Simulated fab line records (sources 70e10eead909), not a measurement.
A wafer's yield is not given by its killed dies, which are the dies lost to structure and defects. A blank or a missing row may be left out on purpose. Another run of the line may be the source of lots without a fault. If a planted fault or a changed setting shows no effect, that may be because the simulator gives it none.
The tool behind it: which one? | flow nand_harc | Sampling: 7 lots, 19 wafers, 5 of 1302 route steps

== WHAT EACH GAUGE READ, for each wafer ==
NHARC_END_SORT_01.
lot  | measured     | on        | killed_open
L846 | day 28 20:52 | prober-02 | 0 1 5
L851 | day 31 07:13 | prober-02 | 2 2
L854 | day 31 19:40 | prober-02 | 4 8
L857 | day 33 04:52 | prober-02 | 2 2 4

== TOOL THAT RAN EACH LOT (tool first, then ch and the chambers of the sampled wafers, then the start) ==
lot  | NHARC_A_BLC_PVD_32           | NHARC_THIN_TSV_DEP_47           | NHARC_THIN_TSV_DEGAS_49      | NHARC_THIN_TSV_STRIP_56
L838 | pvd_sputter-03, day 23 08:32 | pecvd-03 ch 0,2, day 24 20:29   | pvd_sputter-02, day 24 21:25 | plasma_asher-02 ch 0,1, day 25 01:17
L842 | pvd_sputter-01, day 24 21:03 | pecvd-03 ch 0,1, day 26 01:41   | pvd_sputter-02, day 26 02:38 | plasma_asher-01 ch 1, day 26 06:26
L844 | pvd_sputter-02, day 25 19:47 | pecvd-03 ch 0,1, day 27 01:56   | pvd_sputter-02, day 27 02:49 | plasma_asher-01 ch 0,1, day 27 06:28
L846 | pvd_sputter-02, day 27 00:22 | pecvd-03 ch 0,1, day 28 07:37   | pvd_sputter-01, day 28 08:34 | plasma_asher-01 ch 0,1, day 28 12:19
L851 | pvd_sputter-01, day 29 12:14 | pecvd-03 ch 2, day 30 15:53     | pvd_sputter-01, day 30 16:44 | plasma_asher-02 ch 0, day 30 20:32
L854 | pvd_sputter-01, day 30 01:52 | pecvd-02 ch 1, day 31 05:33     | pvd_sputter-02, day 31 06:19 | plasma_asher-01 ch 1, day 31 10:12
L857 | pvd_sputter-02, day 31 04:54 | pecvd-03 ch 0,1,2, day 32 13:22 | pvd_sputter-02, day 32 14:31 | plasma_asher-01 ch 0,1, day 32 19:20
- NHARC_A_BLC_PVD_32: deposits Ti, target thk 5 nm, time 17.7 s.
- NHARC_THIN_TSV_DEP_47: deposits SiO2, target thk 200 nm.
- NHARC_THIN_TSV_DEGAS_49: time 120 s.
- NHARC_THIN_TSV_STRIP_56: strips in O2.

== THE ANSWER, worked out from the rows above alone ==
Rule: usual is defined by the lots themselves. Put in order of their means at a reading, lots are off if they are a third of the lots or fewer, leave a main group of 4 or more, and stand apart from it by a gap of 3 or more times the standard deviation of the main group's means; of several such gaps the widest counts. A main group whose means are all the same, to the digits that the tables above print for the reading, isn't used. Also off: a lot with no number at a reading for which 4 or more lots have one. The other lots that the step has rows for count as sound.
None of the lots is off at any reading shown; this tells nothing.

== WHAT THE SIMULATOR PUT IN ==
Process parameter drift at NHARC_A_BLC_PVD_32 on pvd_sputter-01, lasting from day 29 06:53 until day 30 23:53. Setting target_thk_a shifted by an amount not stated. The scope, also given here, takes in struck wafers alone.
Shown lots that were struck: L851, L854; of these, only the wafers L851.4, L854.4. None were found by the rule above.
